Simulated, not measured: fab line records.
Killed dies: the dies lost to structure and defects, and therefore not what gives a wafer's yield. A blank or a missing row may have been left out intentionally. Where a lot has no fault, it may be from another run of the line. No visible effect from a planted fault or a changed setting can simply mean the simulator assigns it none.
fab line records	flow nandHarc
record: lots: 12	wafers: 36	lastDay: 33
route steps=1302 shown A_CONTACT@1054 THIN_TSV@1271 END@1302
lots that met no fault: taken from a fault-free run of the same line
startH: start of the lot's first displayed wafer, in hours after the record's first day	waitH: hours since the lot's step before	" identical to the entry in the row above	L1.1+2: a row that stands for several wafers	- no value, or no start given	* or withheld: withheld	< > ~ a bound
route shown NAME@n: a module of which the file shows steps, and the number in the route of the first	usual: the fault-free wafers' mean and standard deviation	same: alike in all rows	chamber/n: place in a boat	sites: readings site by site	_std_site: the values' standard deviation	_edge_site: the outer-site mean with the inner-site mean subtracted	radiusMm: how far each site lies from the wafer's centre	mask NAME#n: copy n	behind: the tool/chamber that last shaped the wafer	hold: reason for holding the lot/hours on hold/outcome of the hold	device: names the non-switching transistor (n, p or np)	end of line: tests of these same wafers at the route's end	where a step has no rows: the recipe by itself	killed: the dies lost at the first sort to structure and to defects; this is not the yield of the wafer	map: a wafer's dies, x killed, . not, _ none there
set.NAME: the run value of the setting; set.NAME@STEP: its run value at that earlier step	model.NAME: the simulator's own value behind a step, which no gauge read
the route's steps for a sample of lots (tables are steps, rows are wafers)
services: the hour from which a tool's chamber was out of use, counted from the record's first day as startH (under 0 if before that day), plus the number of hours and why
== steps ==
step: NHARC_A_CONTACT_ETCH_131
recipe: sourceW: withheld	pressureMtorr: 20	biasV: 3000	timeS: 197	targetDepthA: 19180	arFlowSccm: withheld	c4f8FlowSccm: withheld	o2FlowSccm: withheld	chemistry: C4F8/O2/Ar
lot.wafer	tool	chamber	startH	waitH	rfHoursCounterH
L637.3	harCapEtch-02	1	491.20	0.1	-
L637.6	"	0	"	"	-
L637.5	"	1	"	"	-
L638.2	harCapEtch-03	0	514.50	0.1	46
L638.1	"	1	"	"	46
L638.5	"	0	"	"	-
L646.3	harCapEtch-02	0	599.96	0.1	-
L646.6	"	0	"	"	-
L646.5	"	1	"	"	-
L650.1	harCapEtch-03	0	631.06	0.1	68
L650.3	"	1	"	"	-
L650.4	"	0	"	"	-
L652.2	harCapEtch-01	1	652.66	0.1	26
L652.3	"	0	"	"	-
L652.6	"	0	"	"	-
L653.3	harCapEtch-03	1	659.61	0.1	-
L653.6	"	1	"	"	-
L653.5	"	0	"	"	-
L656.1	harCapEtch-02	1	684.42	0.1	120
L656.4	"	0	"	"	-
L656.5	"	0	"	"	-
L655.2	harCapEtch-01	0	685.55	0.1	32
L655.3	"	0	"	"	-
L655.5	"	0	"	"	-
L657.1	harCapEtch-03	0	690.47	0.2	81
L657.3	"	1	"	"	-
L657.5	"	0	"	"	-
L658.2	harCapEtch-01	1	708.63	0.1	36
L658.4	"	0	"	"	-
L658.5	"	0	"	"	-
L659.1	harCapEtch-03	1	709.21	0.1	85
L659.4	"	1	"	"	-
L659.5	"	1	"	"	-
L660.2	harCapEtch-01	0	728.39	0.1	39
L660.3	"	0	"	"	-
L660.6	"	1	"	"	-
step: NHARC_THIN_TSV_PRE_CLEAN_50
recipe: timeS: 30	tempC: 280	gas: H2/He
usual: heaterPowerW: 408/42
lot.wafer	tool	chamber	startH	waitH	heaterPowerW
L637.3	pvdSputter-01	-	-	-	453
L637.5	"	-	"	"	365
L637.6	"	-	"	"	363
L638.2	pvdSputter-02	-	-	-	384
L638.1	"	-	"	"	402
L638.5	"	-	"	"	386
L646.3	pvdSputter-03	-	-	-	436
L646.5	"	-	"	"	340
L646.6	"	-	"	"	434
L650.3	pvdSputter-01	-	-	-	348
L650.4	"	-	"	"	455
L650.1	"	-	"	"	353
L652.3	pvdSputter-01	-	-	-	355
L652.2	"	-	"	"	459
L652.6	"	-	"	"	364
L653.3	pvdSputter-02	-	-	-	420
L653.6	"	-	"	"	422
L653.5	"	-	"	"	391
L656.1	pvdSputter-03	-	-	-	423
L656.4	"	-	"	"	456
L656.5	"	-	"	"	443
L655.3	pvdSputter-03	-	-	-	421
L655.2	"	-	"	"	444
L655.5	"	-	"	"	419
L657.1	pvdSputter-03	-	-	-	355
L657.3	"	-	"	"	433
L657.5	"	-	"	"	359
L658.4	pvdSputter-03	-	-	-	360
L658.2	"	-	"	"	423
L658.5	"	-	"	"	355
L659.4	pvdSputter-02	-	-	-	382
L659.1	"	-	"	"	420
L659.5	"	-	"	"	435
L660.3	pvdSputter-01	-	-	-	428
L660.2	"	-	"	"	365
L660.6	"	-	"	"	436
step: NHARC_THIN_TSV_PVD_51
recipe: targetThkA: 1000	chamberPressurePa: 5	material: Cu
usual: throttleValvePct: 30.2/1.1
lot.wafer	tool	chamber	startH	waitH	throttleValvePct
L637.3	pvdSputter-01	-	-	-	30.9
L637.5	"	-	"	"	31.6
L637.6	"	-	"	"	30.7
L638.1	pvdSputter-02	-	-	-	28.4
L638.2	"	-	"	"	31.0
L638.5	"	-	"	"	30.5
L646.3	pvdSputter-03	-	-	-	29.5
L646.6	"	-	"	"	28.1
L646.5	"	-	"	"	30.6
L650.1	pvdSputter-01	-	-	-	31.6
L650.3	"	-	"	"	30.3
L650.4	"	-	"	"	31.2
L652.3	pvdSputter-01	-	-	-	30.2
L652.2	"	-	"	"	31.2
L652.6	"	-	"	"	31.2
L653.3	pvdSputter-02	-	-	-	28.1
L653.5	"	-	"	"	28.3
L653.6	"	-	"	"	30.0
L656.4	pvdSputter-03	-	-	-	30.3
L656.1	"	-	"	"	30.4
L656.5	"	-	"	"	28.2
L655.2	pvdSputter-03	-	-	-	28.1
L655.3	"	-	"	"	30.4
L655.5	"	-	"	"	30.3
L657.3	pvdSputter-03	-	-	-	30.0
L657.1	"	-	"	"	28.3
L657.5	"	-	"	"	30.2
L658.4	pvdSputter-03	-	-	-	30.3
L658.2	"	-	"	"	30.2
L658.5	"	-	"	"	30.6
L659.1	pvdSputter-02	-	-	-	28.6
L659.4	"	-	"	"	30.1
L659.5	"	-	"	"	30.1
L660.2	pvdSputter-01	-	-	-	31.0
L660.3	"	-	"	"	31.7
L660.6	"	-	"	"	31.7
step: NHARC_THIN_TSV_CD_MEAS_37
usual: cdNm: 4999/3.1
lot.wafer	tool	chamber	startH	waitH	cdNm
L637.3	cdSem-02	-	545.55	-	5000
L637.5	"	-	"	"	5001
L637.6	"	-	"	"	4998
L638.1	cdSem-02	-	561.36	-	4998
L638.2	"	-	"	"	4999
L638.5	"	-	"	"	5000
L646.3	cdSem-02	-	650.21	-	4996
L646.5	"	-	"	"	4996
L646.6	"	-	"	"	5001
L650.1	cdSem-02	-	679.99	-	5004
L650.3	"	-	"	"	4999
L650.4	"	-	"	"	4999
L652.2	cdSem-03	-	702.33	-	5001
L652.3	"	-	"	"	5000
L652.6	"	-	"	"	4994
L653.3	cdSem-01	-	706.76	-	5000
L653.5	"	-	"	"	5006
L653.6	"	-	"	"	4999
L656.1	cdSem-01	-	730.88	-	4995
L656.4	"	-	"	"	4999
L656.5	"	-	"	"	5000
L655.2	cdSem-02	-	731.99	-	4999
L655.3	"	-	"	"	5002
L655.5	"	-	"	"	5002
L657.1	cdSem-03	-	737.67	-	4995
L657.3	"	-	"	"	5002
L657.5	"	-	"	"	5003
L658.2	cdSem-01	-	764.83	-	5001
L658.4	"	-	"	"	4994
L658.5	"	-	"	"	4997
L659.1	cdSem-03	-	766.24	-	5000
L659.4	"	-	"	"	4991
L659.5	"	-	"	"	4997
L660.2	cdSem-01	-	775.40	-	4997
L660.3	"	-	"	"	4998
L660.6	"	-	"	"	4996
step: NHARC_END_SORT_01
recipe: tempC: 25
usual: killedAtArray: 52/18	killedAtOther: 1.0/1.4	killedAtPeriphery: 3.1/2.3	killedDies: 56/17	killedOpen: 3.0/1.7	killedShort: 2.5/1.7
same: grossDies: 677
lot.wafer	tool	chamber	startH	waitH	killedAtArray	killedAtOther	killedAtPeriphery	killedDies	killedOpen	killedShort
L637.3	prober-02	0	554.85	3.1	56	1	2	59	3	5
L637.5	prober-02	0	556.42	3.7	41	0	4	45	4	3
L637.6	prober-02	0	557.21	3.9	41	1	1	43	4	4
L638.1	prober-01	0	567.76	2.5	40	0	4	44	3	0
L638.2	prober-01	0	568.56	2.8	35	0	3	38	3	5
L638.5	prober-01	0	570.96	3.7	32	0	4	36	6	4
L646.3	prober-02	0	659.46	3.1	70	0	1	71	2	2
L646.5	prober-02	0	661.06	3.7	115	0	2	117	1	3
L646.6	prober-02	0	661.86	4.0	47	0	3	50	1	1
L652.2	prober-02	0	710.64	2.7	74	2	3	79	2	1
L652.3	prober-02	0	711.43	3.1	60	0	1	61	3	2
L652.6	prober-02	0	713.82	4.0	86	0	4	90	4	3
L653.3	prober-02	0	719.25	3.1	49	2	7	58	3	1
L656.1	prober-02	0	738.40	2.5	44	2	6	52	4	1
L656.4	prober-02	0	740.83	3.4	36	1	9	46	1	3
L656.5	prober-02	0	741.64	3.7	31	2	10	43	2	0
L655.2	prober-01	0	739.22	2.8	68	1	4	73	3	1
L655.3	prober-01	0	740.02	3.1	62	0	4	66	5	3
L655.5	prober-01	0	741.60	3.7	58	0	2	60	0	2
killed by level:class
L637.3 A_CHANNEL_HOLE_D2:chamberFilmFlake=36 A_CONTACT:chamberFilmFlake=8 A_CHANNEL_HOLE_D1:chamberFilmFlake=3 P_M0:geometricParticle:open=2 A_DECK1_JOINT:geometricParticle:short=1 A_CHANNEL_HOLE_D2:geometricParticle:open=1 A_CHANNEL_HOLE_D2:geometricParticle:short=1 A_CHANNEL_FILL_D2:geometricParticle:short=1
L637.5 A_CHANNEL_HOLE_D2:chamberFilmFlake=30 P_GATE:chamberFilmFlake=2 A_SGD_CUT:chamberFilmFlake=2 P_CONTACT:geometricParticle:open=1 P_M0:geometricParticle:open=1 A_CHANNEL_FILL_D1:geometricParticle:short=1 A_DECK1_JOINT:geometricParticle:short=1 A_WL_FILL:geometricParticle:open=1
L637.6 A_CHANNEL_HOLE_D2:chamberFilmFlake=22 A_CHANNEL_HOLE_D1:chamberFilmFlake=4 A_CONTACT:chamberFilmFlake=4 A_ZERO_WELL:chamberFilmFlake=2 P_CONTACT:geometricParticle:open=1 A_ONON_D1:geometricParticle:short=1 A_CHANNEL_FILL_D1:geometricParticle:short=1 A_DECK1_JOINT:geometricParticle:short=1
L638.1 A_CHANNEL_HOLE_D2:chamberFilmFlake=31 P_M2:chamberFilmFlake=2 A_STAIRCASE:chamberFilmFlake=2 A_CONTACT:chamberFilmFlake=2 P_CONTACT:geometricParticle:open=1 A_ONON_D1:geometricParticle:open=1 A_CONTACT:geometricParticle:open=1 P_M1:chamberFilmFlake=1
L638.2 A_CHANNEL_HOLE_D2:chamberFilmFlake=20 A_CHANNEL_HOLE_D1:chamberFilmFlake=3 A_SLIT:chamberFilmFlake=2 A_STAIRCASE:chamberFilmFlake=2 P_M0:geometricParticle:short=1 A_CHANNEL_HOLE_D1:geometricParticle:short=1 A_CHANNEL_FILL_D1:geometricParticle:open=1 A_DECK1_JOINT:geometricParticle:short=1
L638.5 A_CHANNEL_HOLE_D2:chamberFilmFlake=18 A_CHANNEL_FILL_D1:geometricParticle:open=3 A_CHANNEL_FILL_D2:geometricParticle:open=3 P_M2:chamberFilmFlake=3 A_CHANNEL_HOLE_D1:chamberFilmFlake=2 A_ONON_D1:geometricParticle:short=1 A_DECK1_JOINT:geometricParticle:short=1 A_ONON_D2:geometricParticle:short=1
L646.3 A_CHANNEL_HOLE_D1:chamberFilmFlake=38 A_CHANNEL_HOLE_D2:chamberFilmFlake=15 A_CONTACT:chamberFilmFlake=8 A_BLC:chamberFilmFlake=4 A_DECK1_JOINT:geometricParticle:short=2 P_GATE:geometricParticle:open=1 A_DECK1_JOINT:geometricParticle:open=1 A_STAIRCASE:chamberFilmFlake=1
L646.5 A_CONTACT:unspecified=65 A_CHANNEL_HOLE_D1:chamberFilmFlake=21 A_CHANNEL_HOLE_D2:chamberFilmFlake=14 A_CONTACT:chamberFilmFlake=3 A_CHANNEL_FILL_D1:chamberFilmFlake=2 A_DECK1_JOINT:chamberFilmFlake=2 A_SLIT:chamberFilmFlake=2 A_CHANNEL_HOLE_D1:geometricParticle:open=1
L646.6 A_CHANNEL_HOLE_D1:chamberFilmFlake=25 A_CHANNEL_HOLE_D2:chamberFilmFlake=12 A_CONTACT:chamberFilmFlake=5 A_BLC:chamberFilmFlake=2 P_M0:geometricParticle:open=1 A_CHANNEL_HOLE_D2:geometricParticle:short=1 P_STI:chamberFilmFlake=1 P_GATE:chamberFilmFlake=1
L652.2 A_SLIT:chamberFilmFlake=26 A_CHANNEL_HOLE_D1:chamberFilmFlake=25 A_CHANNEL_HOLE_D2:chamberFilmFlake=17 P_M2:chamberFilmFlake=2 P_M0:geometricParticle:open=1 A_ONON_D2:geometricParticle:open=1 A_SGD_CUT:geometricParticle:short=1 A_ZERO_WELL:chamberFilmFlake=1
L652.3 A_CHANNEL_HOLE_D1:chamberFilmFlake=21 A_SLIT:chamberFilmFlake=20 A_CHANNEL_HOLE_D2:chamberFilmFlake=10 A_WL_FILL:chamberFilmFlake=4 P_M0:geometricParticle:open=1 A_DECK1_JOINT:geometricParticle:open=1 A_SGD_CUT:geometricParticle:open=1 A_SGD_CUT:geometricParticle:short=1
L652.6 A_CHANNEL_HOLE_D1:chamberFilmFlake=28 A_SLIT:chamberFilmFlake=24 A_CHANNEL_HOLE_D2:chamberFilmFlake=22 A_CONTACT:chamberFilmFlake=3 A_STAIRCASE:chamberFilmFlake=2 A_WL_FILL:chamberFilmFlake=2 P_CONTACT:geometricParticle:open=1 P_M0:geometricParticle:short=1
L653.3 A_CHANNEL_HOLE_D2:chamberFilmFlake=27 A_CHANNEL_HOLE_D1:chamberFilmFlake=10 P_BONDPAD:chamberFilmFlake=5 A_CONTACT:chamberFilmFlake=3 A_M0:chamberFilmFlake=3 P_CONTACT:geometricParticle:open=1 A_ONON_D2:geometricParticle:open=1 A_CONTACT:geometricParticle:short=1
L656.1 A_CHANNEL_HOLE_D1:chamberFilmFlake=27 A_CONTACT:chamberFilmFlake=7 P_M2:chamberFilmFlake=3 A_DECK1_JOINT:geometricParticle:open=2 P_CONTACT:chamberFilmFlake=2 A_SLIT:chamberFilmFlake=2 THIN_TSV:chamberFilmFlake=2 A_CHANNEL_FILL_D1:geometricParticle:short=1
L655.2 A_SLIT:chamberFilmFlake=26 A_CHANNEL_HOLE_D2:chamberFilmFlake=22 A_CHANNEL_HOLE_D1:chamberFilmFlake=5 A_CONTACT:chamberFilmFlake=4 A_WL_FILL:chamberFilmFlake=4 A_STAIRCASE:chamberFilmFlake=2 P_CONTACT:geometricParticle:open=1 P_M0:geometricParticle:short=1
L655.3 A_SLIT:chamberFilmFlake=23 A_CHANNEL_HOLE_D1:chamberFilmFlake=13 A_CHANNEL_HOLE_D2:chamberFilmFlake=11 A_CONTACT:chamberFilmFlake=4 P_GATE:chamberFilmFlake=2 P_M1:geometricParticle:open=1 A_CHANNEL_HOLE_D1:geometricParticle:open=1 A_DECK1_JOINT:geometricParticle:open=1
L656.4 A_CHANNEL_HOLE_D1:chamberFilmFlake=19 P_M2:chamberFilmFlake=4 A_BONDPAD:chamberFilmFlake=4 A_WL_FILL:geometricParticle:short=3 A_CONTACT:chamberFilmFlake=3 P_ZERO_WELL:chamberFilmFlake=2 P_CONTACT:chamberFilmFlake=2 A_CHANNEL_HOLE_D2:chamberFilmFlake=2
L655.5 A_SLIT:chamberFilmFlake=24 A_CHANNEL_HOLE_D2:chamberFilmFlake=22 A_CHANNEL_HOLE_D1:chamberFilmFlake=6 A_CHANNEL_FILL_D1:chamberFilmFlake=3 P_STI:geometricParticle:short=1 P_M0:geometricParticle:short=1 A_DECK1_JOINT:chamberFilmFlake=1 A_STAIRCASE:chamberFilmFlake=1
L656.5 A_CHANNEL_HOLE_D1:chamberFilmFlake=21 P_CONTACT:chamberFilmFlake=3 P_M2:chamberFilmFlake=3 A_CONTACT:chamberFilmFlake=3 P_ZERO_WELL:chamberFilmFlake=2 A_CHANNEL_HOLE_D2:chamberFilmFlake=2 A_WL_FILL:chamberFilmFlake=2 P_M1:geometricParticle:open=1
== services ==
tool	chamber	startH	hours	kind
pvdSputter-03	-	473.02	14.5	repair
harCapEtch-01	-	497.00	17.0	pm
harCapEtch-01	0	497.00	17.0	ventCycle
harCapEtch-01	1	497.00	17.0	ventCycle
harCapEtch-01	0	514.00	-	clean
harCapEtch-01	1	514.00	-	clean
pvdSputter-03	-	526.01	10.0	pm
pvdSputter-01	-	582.00	10.0	pm
pvdSputter-01	-	596.59	5.1	repair
pvdSputter-02	-	617.26	6.3	repair
pvdSputter-02	-	638.00	10.0	pm
pvdSputter-01	-	681.77	2.2	repair
pvdSputter-03	-	704.01	10.0	pm
harCapEtch-02	-	709.41	0.2	repair
harCapEtch-02	-	754.00	17.0	pm
harCapEtch-02	0	754.00	17.0	ventCycle
harCapEtch-02	1	754.00	17.0	ventCycle
pvdSputter-01	-	755.29	2.5	repair
pvdSputter-01	-	760.00	10.0	pm
harCapEtch-02	0	771.00	-	clean
harCapEtch-02	1	771.00	-	clean
== key ==
firstSign: step: NHARC_END_SORT_01	reading: killedDies	direction: up	sigmas: 3.6	usual: 56	struck: 117
effect: step: NHARC_END_SORT_01	reading: killedAtArray	direction: up	sigmas: 3.5	usual: 52	struck: 115
moreKillsBornAt: NHARC_A_CONTACT_ETCH_131@harCapEtch-02: 55
metAt NHARC_A_CONTACT_ETCH_131
struckLots L646
struckWafers L646.5
testerLeftOut L646
notActingAt NHARC_THIN_TSV_PRE_CLEAN_50,NHARC_THIN_TSV_PVD_51,NHARC_THIN_TSV_CD_MEAS_37
onsetBetween 491.20 599.96
fault: kind: chamberParticleSource	tool: harCapEtch-02	chamber: 1	onsetH: 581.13	steps: NHARC_A_CONTACT_ETCH_131	ratePerVisitCm2: 1.2354	endH: 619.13
testerLeftOut: of these lots the tester's yield and bins aren't shown, on N5 and GAA mostly nor the transistor test; their killed dies are dies lost to structure and defects alone, not to doping, threshold or leakage, so they don't give the yield
